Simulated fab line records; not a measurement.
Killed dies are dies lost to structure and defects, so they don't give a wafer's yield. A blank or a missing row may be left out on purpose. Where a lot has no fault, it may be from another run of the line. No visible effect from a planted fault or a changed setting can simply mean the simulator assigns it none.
Lot-split experiment | flow n5-finfet | on a route of 1938 steps: 7 lots, 21 wafers read

THE SPLIT
At N5_BEOL_M5_COAT_05 (resist thk 30 nm), the setting spin-rpm was moved away from the recipe's 1500 rpm on 11 of the 21 wafers read, by -8.0% to +11.1%. The other wafers ran this setting at the recipe's value.

FROM THE SPLIT TO THE READING: what the file shows between them, 4 steps
- N5_BEOL_M5_EBR_07
- N5_BEOL_M5_SOFTBAKE_06: time 60 s
- N5_BEOL_M5_EXPOSE_08: exposes mask M5, target cd 28 nm
- N5_BEOL_M5_PEB_09: peb time 60 s

THE READING
CAR-EUV_of_BEOL_M5_COAT_05.thk-nm (the simulator's own value, which no gauge read), in nm, at N5_BEOL_M5_DEVELOP_10 (develop time 30 s). The file does not state a usual value for it.

wafer  | tool, chamber at the split | spin-rpm as run, rpm | against the recipe | CAR-EUV_of_BEOL_M5_COAT_05.thk-nm, nm | against lot-mates on the recipe
L074.1 | litho-track-01, 0          | 1641                 | +9.4%              | 28.2                                  | -1.4
L074.6 | litho-track-01, 0          | 1641                 | +9.4%              | 28.2                                  | -1.4
L074.5 | litho-track-01, 0          | 1500                 | recipe             | 29.6                                  | -
L079.2 | litho-track-01, 0          | 1450                 | -3.3%              | 30                                    | +0.4
L079.5 | litho-track-01, 0          | 1450                 | -3.3%              | 30                                    | +0.4
L079.3 | litho-track-01, 0          | 1500                 | recipe             | 29.6                                  | -
L082.1 | litho-track-02, 0          | 1666                 | +11.1%             | 28                                    | -1.6
L082.2 | litho-track-02, 0          | 1666                 | +11.1%             | 28                                    | -1.6
L082.3 | litho-track-02, 0          | 1500                 | recipe             | 29.6                                  | -
L084.2 | litho-track-05, 0          | 1613                 | +7.5%              | 28.6                                  | -1.0
L084.5 | litho-track-05, 0          | 1613                 | +7.5%              | 28.6                                  | -1.0
L084.3 | litho-track-05, 0          | 1500                 | recipe             | 29.6                                  | -
L086.1 | litho-track-01, 0          | 1500                 | recipe             | 29.6                                  | -
L086.6 | litho-track-01, 0          | 1500                 | recipe             | 29.6                                  | -
L086.2 | litho-track-01, 0          | 1380                 | -8.0%              | 30.8                                  | +1.2
L091.1 | litho-track-05, 0          | 1500                 | recipe             | 29.6                                  | -
L091.3 | litho-track-05, 0          | 1381                 | -7.9%              | 31                                    | +1.4
L091.5 | litho-track-05, 0          | 1381                 | -7.9%              | 30.8                                  | +1.2
L095.1 | litho-track-05, 0          | 1500                 | recipe             | 29.6                                  | -
L095.2 | litho-track-05, 0          | 1500                 | recipe             | 29.6                                  | -
L095.4 | litho-track-05, 0          | 1500                 | recipe             | 29.6                                  | -

THE FIT
A straight line over all 21 wafers: CAR-EUV_of_BEOL_M5_COAT_05.thk-nm changes by -0.147 nm for each +1% of spin-rpm; r = -1.00; the points scatter about the line by 0.07 nm.
The same after taking each lot's own level away (the mean of its wafers on the recipe; 21 wafers): -0.147 nm for each +1%; r = -1.00; scatter 0.07 nm.
According to that fit, moving spin-rpm by its largest amount changes the reading by 1.6 nm.
The lots' own levels span 29.60 to 29.60 nm.
Consequently the slope shifts little with the lot-to-lot level, the two slopes agreeing.
Check: -1.62 nm against its lot-mates is what the line predicts for one of the wafers moved furthest among these (+11.1%) when that wafer is left out of the fit. It came out at -1.6 nm against them.

OTHER SPLITS ON THESE WAFERS
Before the reading, these wafers also passed through other splits. Each is held against what the fit with the lots' levels taken away leaves over:
other split on the same wafers | wafers away from the commonest value | r with CAR-EUV_of_BEOL_M5_COAT_05.thk-nm (lot level and that fit taken away)
N5_BEOL_M4_ILD_DEP_00 time-s   | 8                                    | +0.09
N5_BEOL_M4_COAT_05 spin-rpm    | 7                                    | -0.59
N5_BEOL_M4_COAT_67 spin-rpm    | 4                                    | +0.18
N5_BEOL_M4_EXPOSE_25 dose-mj   | 5                                    | +0.09

THE WHOLE CHAIN: every reading that the file lists as answering this split, in the file's order
step                  | what it does      | reading                                                                            | change (the file's fit)               | r (the file's)
N5_BEOL_M5_COAT_05    | resist thk 30 nm  | CAR-EUV_of_BEOL_M5_COAT_05.thk-nm (the simulator's own value, which no gauge read) | -0.143 nm for each +1% of the setting | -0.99
N5_BEOL_M5_DEVELOP_10 | develop time 30 s | CAR-EUV_of_BEOL_M5_COAT_05.thk-nm (the simulator's own value, which no gauge read) | -0.147 nm for each +1% of the setting | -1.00

FILE'S OWN FIT
CAR-EUV_of_BEOL_M5_COAT_05.thk-nm changes by -0.147 nm for each +1% of spin-rpm, r = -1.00.
